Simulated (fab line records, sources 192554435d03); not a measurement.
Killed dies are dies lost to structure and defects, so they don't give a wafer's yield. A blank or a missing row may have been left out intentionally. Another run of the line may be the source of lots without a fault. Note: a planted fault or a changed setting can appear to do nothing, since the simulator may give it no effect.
Split-lot experiment    flow n5_finfet    7 lots, 39 wafers read, on a route of 1938 steps

== THE SPLIT ITSELF ==
At N5_BEOL_M1_TRENCH_ETCH_37 (etches SiOC in C4F6/O2, target depth 55.207 nm, time 29 s), the setting time_s was moved away from the recipe's 29 s on 15 of the 39 wafers read, by -55.4% to +55.5%. This setting was run at the recipe's value on the other wafers.

== FROM THE SPLIT TO THE READING: what the file shows between them, 2 steps ==
- N5_BEOL_M1_ETCH_41: etches SiCN in CH3F/O2, target depth 31.9 nm, time 57.8 s
- N5_BEOL_M1_STRIP_97: strips in N2/H2, time 10 s

== THE READING ==
trench_depth_nm, in nm, at N5_BEOL_M1_OCD_MEAS_38. Fault-free wafers of this fab line usually give 54.6 nm, standard deviation 0.87 nm.

wafer   tool, chamber at the split  time_s as run, s  against the recipe  trench_depth_nm, nm  against lot-mates on the recipe
L074.1  rie_diel-03, 3              29                recipe              54.9                 -
L074.2  rie_diel-03, 2              16.7              -42.4%              30.7                 -24.1
L074.3  rie_diel-03, 0              16.7              -42.4%              30.9                 -23.9
L074.4  rie_diel-03, 1              29                recipe              54.2                 -
L074.5  rie_diel-03, 2              16.7              -42.4%              31.7                 -23.1
L074.6  rie_diel-03, 1              29                recipe              55.2                 -
L081.1  rie_diel-05, 2              29                recipe              54.5                 -
L081.2  rie_diel-05, 0              29                recipe              57.1                 -
L081.3  rie_diel-05, 3              29                recipe              55.5                 -
L081.4  rie_diel-05, 1              29                recipe              53.9                 -
L081.5  rie_diel-05, 3              29                recipe              54.9                 -
L081.6  rie_diel-05, 2              29                recipe              55.0                 -
L082.1  rie_diel-03, 3              29                recipe              54.9                 -
L082.2  rie_diel-03, 0              12.92             -55.4%              24.5                 -30.2
L082.3  rie_diel-03, 2              12.92             -55.4%              23.8                 -30.9
L082.4  rie_diel-03, 3              29                recipe              54.8                 -
L082.5  rie_diel-03, 0              12.92             -55.4%              24.5                 -30.2
L082.6  rie_diel-03, 2              29                recipe              54.3                 -
L085.1  rie_diel-03, 1              29                recipe              54.8                 -
L085.2  rie_diel-03, 0              39.72             +37.0%              74.3                 +19.7
L085.3  rie_diel-03, 2              39.72             +37.0%              74.2                 +19.6
L085.4  rie_diel-03, 3              29                recipe              54.2                 -
L085.5  rie_diel-03, 0              39.72             +37.0%              74.4                 +19.8
L085.6  rie_diel-03, 3              29                recipe              54.7                 -
L089.1  rie_diel-03, 0              45.1              +55.5%              84.2                 +30.3
L089.2  rie_diel-03, 1              29                recipe              54.7                 -
L089.3  rie_diel-03, 2              45.1              +55.5%              83.0                 +29.1
L089.4  rie_diel-03, 3              29                recipe              53.6                 -
L089.5  rie_diel-03, 3              45.1              +55.5%              83.7                 +29.8
L089.6  rie_diel-03, 2              29                recipe              53.3                 -
L092.1  rie_diel-06, 2              29                recipe              55.2                 -
L092.2  rie_diel-06, 3              29                recipe              55.2                 -
L092.3  rie_diel-06, 0              29                recipe              54.4                 -
L093.1  rie_diel-05, 0              36.52             +25.9%              72.3                 +17.6
L093.2  rie_diel-05, 3              36.52             +25.9%              68.8                 +14.1
L093.3  rie_diel-05, 2              29                recipe              55.1                 -
L093.4  rie_diel-05, 1              36.52             +25.9%              67.5                 +12.8
L093.5  rie_diel-05, 1              29                recipe              53.7                 -
L093.6  rie_diel-05, 2              29                recipe              55.3                 -

THE FIT
A straight line over all 39 wafers: trench_depth_nm changes by +0.541 nm for each +1% of time_s; r = +1.00; the points scatter about the line by 0.97 nm.
The same after taking each lot's own level away (the mean of its wafers on the recipe; 39 wafers): +0.546 nm for each +1%; r = +1.00; scatter 0.86 nm.
Per that fit: largest time_s move, reading shift of 30 nm.
From 53.87 to 55.15 nm: that is the span of the lots' own levels, equal to 1.5 times the standard deviation above.
The two slopes agree, so the slope changes little with the lot-to-lot level.
Check: +30.2 nm against its lot-mates is what the line predicts for one of the wafers moved furthest among these (+55.5%) when that wafer is left out of the fit. It came out at +30.3 nm against them.

== FURTHER SPLITS ON THESE WAFERS ==
Other splits were also applied to these wafers ahead of the reading. Each is held against what the fit with the lots' levels taken away leaves over:
other split on the same wafers      wafers away from the commonest value  r with trench_depth_nm (lot level and that fit taken away)
N5_HKMG_FIN_ALD_91 ald_cycles       18                                    -0.06
N5_MOL_CONTACT_COAG_ETCH_91 time_s  12                                    -0.13

== THE WHOLE CHAIN: every reading that the file lists as answering this split, in the file's order ==
step                       what it does                                               reading                                                                           change (the file's fit)                 r (the file's)
N5_BEOL_M1_TRENCH_ETCH_37  etches SiOC in C4F6/O2, target depth 55.207 nm, time 29 s  etch.depth_nm (the simulator's own value, which no gauge read)                    +0.544 nm for each +1% of the setting   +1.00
N5_BEOL_M1_TRENCH_ETCH_37  etches SiOC in C4F6/O2, target depth 55.207 nm, time 29 s  BEOL_M1.feature_depth_nm (the simulator's own value, which no gauge read)         +0.544 nm for each +1% of the setting   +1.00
N5_BEOL_M1_TRENCH_ETCH_37  etches SiOC in C4F6/O2, target depth 55.207 nm, time 29 s  TiN_of_BEOL_M1_HM_DEP_02.thk_nm (the simulator's own value, which no gauge read)  -0.0243 nm for each +1% of the setting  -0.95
N5_BEOL_M1_OCD_MEAS_38                                                                trench_depth_nm                                                                   +0.546 nm for each +1% of the setting   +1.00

== THE FILE'S OWN FIT ==
trench_depth_nm changes by +0.546 nm for each +1% of time_s, r = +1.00.
